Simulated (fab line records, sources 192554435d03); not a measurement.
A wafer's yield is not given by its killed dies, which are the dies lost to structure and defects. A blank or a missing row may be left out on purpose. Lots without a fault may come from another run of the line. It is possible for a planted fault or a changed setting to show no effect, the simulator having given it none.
Split-lot study -- flow n5_finfet -- 7 lots, 39 wafers read, on a route of 1938 steps

== ABOUT THE SPLIT ==
At N5_GATE_CUT_ETCH_58 (etches SiNx in CH3F/O2, target depth 17 nm, time 128.6 s), the setting target_depth_a was moved away from the recipe's 170 angstrom on 15 of the 39 wafers read, by -12.4% to +7.9%. This setting was run at the recipe's value on the other wafers.

Reading taken at the split's own step.

== THE READING ==
etch.depth_nm (the simulator's own value, which no gauge read), in nm, at N5_GATE_CUT_ETCH_58 (etches SiNx in CH3F/O2, target depth 17 nm, time 128.6 s). The file does not state a usual value for it. Here, 24 wafers ran the recipe; their average is 17.07 nm with a standard deviation of 0.51 nm.

wafer,"tool, chamber at the split","target_depth_a as run, angstrom",against the recipe,"etch.depth_nm, nm",against lot-mates on the recipe
L074.1,"rie_diel-02, 1",170,recipe,17.58,-
L074.2,"rie_diel-02, 3",170,recipe,17.6,-
L074.3,"rie_diel-02, 0",170,recipe,17.01,-
L074.4,"rie_diel-02, 2",183.5,+7.9%,18.31,+0.91
L074.5,"rie_diel-02, 1",183.5,+7.9%,18.85,+1.45
L074.6,"rie_diel-02, 2",183.5,+7.9%,18.37,+0.97
L075.1,"rie_diel-06, 0",155,-8.8%,15.19,-1.66
L075.2,"rie_diel-06, 1",170,recipe,16.78,-
L075.3,"rie_diel-06, 2",155,-8.8%,15.35,-1.50
L075.4,"rie_diel-06, 3",170,recipe,17.24,-
L075.5,"rie_diel-06, 0",170,recipe,16.53,-
L075.6,"rie_diel-06, 1",155,-8.8%,15.38,-1.47
L078.1,"rie_diel-06, 0",170,recipe,16.27,-
L078.2,"rie_diel-06, 3",148.9,-12.4%,15.12,-1.35
L078.3,"rie_diel-06, 2",148.9,-12.4%,14.65,-1.82
L078.4,"rie_diel-06, 1",148.9,-12.4%,14.87,-1.60
L078.5,"rie_diel-06, 0",170,recipe,16.21,-
L078.6,"rie_diel-06, 1",170,recipe,16.93,-
L081.1,"rie_diel-06, 1",170,recipe,17.23,-
L081.2,"rie_diel-06, 2",170,recipe,17.05,-
L081.3,"rie_diel-06, 0",170,recipe,16.34,-
L081.4,"rie_diel-06, 1",170,recipe,17.27,-
L081.5,"rie_diel-06, 0",170,recipe,16.49,-
L081.6,"rie_diel-06, 2",170,recipe,16.98,-
L086.1,"rie_diel-05, 0",170,recipe,17.82,-
L086.2,"rie_diel-05, 2",157.9,-7.1%,15.76,-2.02
L086.3,"rie_diel-05, 3",157.9,-7.1%,15.32,-2.46
L086.4,"rie_diel-05, 1",157.9,-7.1%,16.53,-1.25
L086.5,"rie_diel-05, 0,1",170,recipe,17.76,-
L086.6,"rie_diel-05, 0,1",170,recipe,17.76,-
L095.2,"rie_diel-02, 2",170,recipe,16.9,-
L095.6,"rie_diel-02, 2",170,recipe,16.9,-
L095.3,"rie_diel-02, 3",170,recipe,17.35,-
L096.1,"rie_diel-05, 0",181.5,+6.8%,19.08,+1.86
L096.2,"rie_diel-05, 3",170,recipe,16.35,-
L096.3,"rie_diel-05, 2",181.5,+6.8%,17.89,+0.67
L096.4,"rie_diel-05, 1",170,recipe,17.62,-
L096.5,"rie_diel-05, 0",181.5,+6.8%,19.1,+1.88
L096.6,"rie_diel-05, 1",170,recipe,17.68,-
Rows listing several chambers each stand for several wafers; the file does not say which wafer went through which chamber.

FIT RESULTS
A straight line over all 39 wafers: etch.depth_nm changes by +0.19 nm for each +1% of target_depth_a; r = +0.91; the points scatter about the line by 0.48 nm.
The same after taking each lot's own level away (the mean of its wafers on the recipe; 39 wafers): +0.168 nm for each +1%; r = +0.90; scatter 0.45 nm.
On that fit, the largest move of target_depth_a shifts the reading by 2.1 nm.
The span of the lots' own levels, 16.470 to 17.780 nm, comes to 2.6 times the standard deviation stated above.
So the lot-to-lot level changes the slope: the two fits differ.
Check: for one of the wafers moved furthest among these (-12.4%), held out of the fit, the line's prediction against its lot-mates is -2.21 nm. It came out at -1.35 nm against them.

== OTHER SPLITS APPLIED TO THESE WAFERS ==
Other splits were also applied to these wafers ahead of the reading. Each is held against what the fit with the lots' levels taken away leaves over:
other split on the same wafers,wafers away from the commonest value,r with etch.depth_nm (lot level and that fit taken away)
N5_FIN_SAQP_SPACER2_ALD_28 target_thk_a,12,+0.56
N5_DUMMY_GATE_ETCH_42 bias_w,15,+0.00

== FILE'S OWN FIT ==
etch.depth_nm changes by +0.168 nm for each +1% of target_depth_a, r = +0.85.
